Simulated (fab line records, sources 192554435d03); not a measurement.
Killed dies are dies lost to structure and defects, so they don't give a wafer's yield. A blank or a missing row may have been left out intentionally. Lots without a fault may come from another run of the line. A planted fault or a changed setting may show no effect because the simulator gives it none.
Which tool is to blame? -- flow n5 finfet -- Sampling: 10 lots, 30 wafers, 5 of 1938 route steps

WHAT EACH GAUGE READ, for each wafer
N5_BEOL_M4_THK_MEAS_01. Usual: M4_ILD_THK 79.0 nm, standard deviation 1.
lot,measured,on,M4_ILD_THK (nm),flag
L401,day 7 03:57,film metro-01,77.9 78.1 80.0,
L403,day 7 11:41,film metro-02,77.4 78.4 78.5,
L404,day 8 03:53,film metro-02,78.5 78.7 79.5,
L407,day 9 06:04,film metro-01,77.6 78.1 79.1,
L416,day 11 10:41,film metro-01,79.2 78.9 79.0,
L415,day 11 18:36,film metro-01,79.4 79.4 79.9,
L417,day 11 21:53,film metro-01,79.2 78.5 80.0,
L419,day 12 01:04,film metro-02,78.3 79.4 79.4,
L420,day 12 07:50,film metro-01,78.8 78.4 80.2,
L423,day 13 23:38,film metro-01,79.7 79.8 79.7,

N5_BEOL_M4_CD_MEAS_18: pitch 36 nm, target cd 18 nm. Usual: 17.98 nm for cd nm, sd 0.29.
lot,measured,on,cd nm (nm),flag
L401,day 7 05:37,cd sem-03,17.97 17.91 17.41,
L403,day 7 13:33,cd sem-01,17.84 18.03 17.86,
L404,day 8 05:36,cd sem-03,17.73 17.76 17.40,
L407,day 9 08:15,cd sem-03,17.79 17.71 17.98,
L416,day 11 14:49,cd sem-03,18.06 18.15 18.40,
L415,day 11 21:50,cd sem-03,18.22 18.01 18.12,
L417,day 11 23:13,cd sem-01,18.47 18.92 18.53,
L419,day 12 04:23,cd sem-03,18.03 18.08 17.92,
L420,day 12 10:01,cd sem-02,18.47 18.00 18.01,
L423,day 14 03:25,cd sem-02,17.98 18.03 18.26,

N5_BEOL_M4_RC_MEAS_101. Usual: DIBL_N 36.2 mV/V, standard deviation 1.2; DIBL_P 36.3 mV/V, standard deviation 1.3; IOFF_N 0.155 nA/um, standard deviation 0.019; IOFF_P 0.210 nA/um, standard deviation 0.029; ION_N 677 uA/um, standard deviation 8.6; ION_P 465 uA/um, standard deviation 6.8; SS_N 71.4 mV/dec, standard deviation 0.48; SS_P 73.2 mV/dec, standard deviation 0.53; VT_N 249.9 mV, standard deviation 2.4; VT_P -250 mV, standard deviation 3.2.
lot,measured,on,DIBL_N (mV/V),DIBL_P (mV/V),IOFF_N (nA/um),IOFF_P (nA/um),ION_N (uA/um),ION_P (uA/um),SS_N (mV/dec),SS_P (mV/dec),VT_N (mV),VT_P (mV),flag
L401,day 7 14:26,prober-02,36.5 36.3 37.5,36.8 36.4 37.9,0.157 0.153 0.178,0.199 0.198 0.220,672 673 685,464 459 469,71.7 71.1 71.9,72.9 73.6 72.6,250.5 251.6 249.3,-252 -250 -250,
L403,day 7 20:34,prober-02,35.9 35.5 35.7,36.3 36.4 36.2,0.161 0.155 0.155,0.233 0.227 0.229,680 690 681,471 476 472,71.5 70.4 70.8,73.6 72.9 73.7,247.7 246.8 246.7,-247 -247 -248,
L404,day 8 20:08,prober-01,34.5 34.6 34.0,35.1 34.9 34.1,0.138 0.140 0.121,0.196 0.194 0.177,682 670 664,470 465 456,70.4 70.7 70.3,73.4 72.7 72.9,250.0 251.1 253.0,-249 -251 -254,
L407,day 10 00:17,prober-02,35.7 34.8 33.7,36.7 35.9 34.1,0.176 0.147 0.128,0.239 0.219 0.190,682 680 681,470 474 467,71.8 70.9 70.7,72.9 74.0 73.0,251.2 250.3 250.1,-250 -252 -250,
L416,day 12 01:39,prober-01,37.0 36.3 36.7,37.8 37.1 37.1,0.187 0.175 0.172,0.269 0.266 0.257,680 696 686,469 479 478,71.5 71.9 71.8,74.1 73.7 73.1,245.6 247.8 245.8,-244 -247 -246,
L415,day 12 09:59,prober-02,35.4 34.9 35.6,37.3 36.4 37.5,0.158 0.147 0.172,0.225 0.215 0.238,674 675 680,462 469 472,71.5 71.8 70.5,74.0 73.4 73.7,251.2 249.0 248.5,-249 -249 -246,
L417,day 12 16:52,prober-01,34.9 35.5 35.7,35.2 36.2 36.4,0.129 0.147 0.152,0.162 0.182 0.187,666 669 672,449 455 453,71.6 71.6 72.4,72.5 73.1 73.1,256.9 251.4 251.7,-258 -253 -254,
L419,day 12 18:44,prober-02,36.5 35.7 36.0,37.6 36.6 37.3,0.155 0.142 0.145,0.216 0.194 0.219,672 676 676,464 464 463,70.9 71.5 71.8,73.4 73.3 73.5,250.2 251.9 251.1,-248 -251 -248,
L420,day 12 20:55,prober-02,35.8 35.6 34.0,36.8 36.4 34.9,0.170 0.158 0.139,0.225 0.217 0.197,678 681 679,472 469 467,71.5 71.2 70.5,73.3 73.2 73.4,245.8 249.6 247.4,-248 -248 -249,
L423,day 14 17:31,prober-02,36.7 36.6 37.7,36.1 35.9 38.0,0.170 0.166 0.184,0.206 0.199 0.240,676 676 690,466 461 471,71.5 70.6 72.1,73.0 73.5 73.9,247.0 250.3 245.6,-251 -252 -249,

WHICH TOOL RAN EACH LOT (tool, then ch and the chambers of the sampled wafers, then the start)
lot,N5_BEOL_M4_STRIP_66,N5_BEOL_M4_COAT_67
L401,"rie diel-04 ch 1,2, day 7 05:24","litho track-04 ch 0, day 7 05:40"
L403,"rie diel-02 ch 0,2,3, day 7 13:19","litho track-01 ch 0, day 7 13:35"
L404,"rie diel-01 ch 0,1,2, day 8 05:22","litho track-04 ch 0, day 8 05:38"
L407,"rie diel-02 ch 0,2,3, day 9 08:02","litho track-04 ch 0, day 9 08:17"
L416,"rie diel-04 ch 0,3, day 11 14:32","litho track-01 ch 0, day 11 14:52"
L415,"rie diel-04 ch 1,2,3, day 11 21:37","litho track-03 ch 0, day 11 21:53"
L417,"rie diel-01 ch 1,3, day 11 23:00","litho track-04 ch 0, day 11 23:15"
L419,"rie diel-04 ch 1,3, day 12 04:08","litho track-04 ch 0, day 12 04:25"
L420,"rie diel-02 ch 2,3, day 12 09:48","litho track-04 ch 0, day 12 10:04"
L423,"rie diel-02 ch 1,2, day 14 03:11","litho track-03 ch 0, day 14 03:28"
- N5_BEOL_M4_STRIP_66: strips in CF4.
- N5_BEOL_M4_COAT_67: time 60 s, resist thk 60 nm.

WHAT THE TOOLS THEMSELVES READ (means of the sampled wafers that have a number; where no wafer has one, the mark that the record gives instead)
N5_BEOL_M4_STRIP_66. Usual: drypump motor current A 5.5 A, standard deviation 0.36; oes product au 0.78 a.u., standard deviation 0.076; rf vpp V 271.6 V, standard deviation 1.3; showerhead plenum p Torr 1.81 Torr, standard deviation 0.046; throttle valve pct 13.57 %, standard deviation 0.19.
lot,tool,drypump motor current A (A),oes product au (a.u.),rf vpp V (V),showerhead plenum p Torr (Torr),throttle valve pct (%),flag
L401,rie diel-04,5.4,0.88,269.9,1.79,13.46,
L403,rie diel-02,5.4,0.72,271.4,1.83,13.71,
L404,rie diel-01,5.8,0.80,271.9,1.87,13.43,
L407,rie diel-02,5.4,0.71,271.7,1.82,13.73,
L416,rie diel-04,5.7,0.73,271.4,1.78,13.78,
L415,rie diel-04,5.5,0.82,271.3,1.79,13.55,
L417,rie diel-01,5.8,0.78,271.5,1.78,13.53,
L419,rie diel-04,5.5,0.81,270.4,1.79,13.54,
L420,rie diel-02,5.2,0.71,272.3,1.82,13.65,
L423,rie diel-02,5.2,0.72,271.2,1.78,13.71,

N5_BEOL_M4_COAT_67. Usual: 1499.9 rpm for spin speed rpm, sd 1.
lot,tool,spin speed rpm (rpm),flag
L401,litho track-04,1499.3,
L403,litho track-01,1500.0,
L404,litho track-04,1613.8,OFF
L407,litho track-04,1614.3,OFF
L416,litho track-01,1499.1,
L415,litho track-03,1498.8,
L417,litho track-04,1499.4,
L419,litho track-04,1499.8,
L420,litho track-04,1499.7,
L423,litho track-03,1501.3,

THE ANSWER, worked out from the rows above alone
Rule: a lot counts as off when the mean over its wafers that have a number is more than 3 standard deviations away from the usual mean. Also off: a lot with no number at a reading for which 4 or more lots have one. The other lots that the step has rows for count as sound. The gauges are gone through in route order, then the tools' own readings, and for those a lot's mean is taken as printed above. At the first step where some lot is off, the reading lying furthest off is the one used; lots without a number count as furthest.
Off, at N5_BEOL_M4_COAT_67 on spin speed rpm: L404, L407.
If a tool, at that step or one of the process steps before it, ran each lot that is off and ran no sound lot following the first of them, it fits. Not one of the candidates tried fits.

WHAT HAD BEEN PUT IN BY THE SIMULATOR
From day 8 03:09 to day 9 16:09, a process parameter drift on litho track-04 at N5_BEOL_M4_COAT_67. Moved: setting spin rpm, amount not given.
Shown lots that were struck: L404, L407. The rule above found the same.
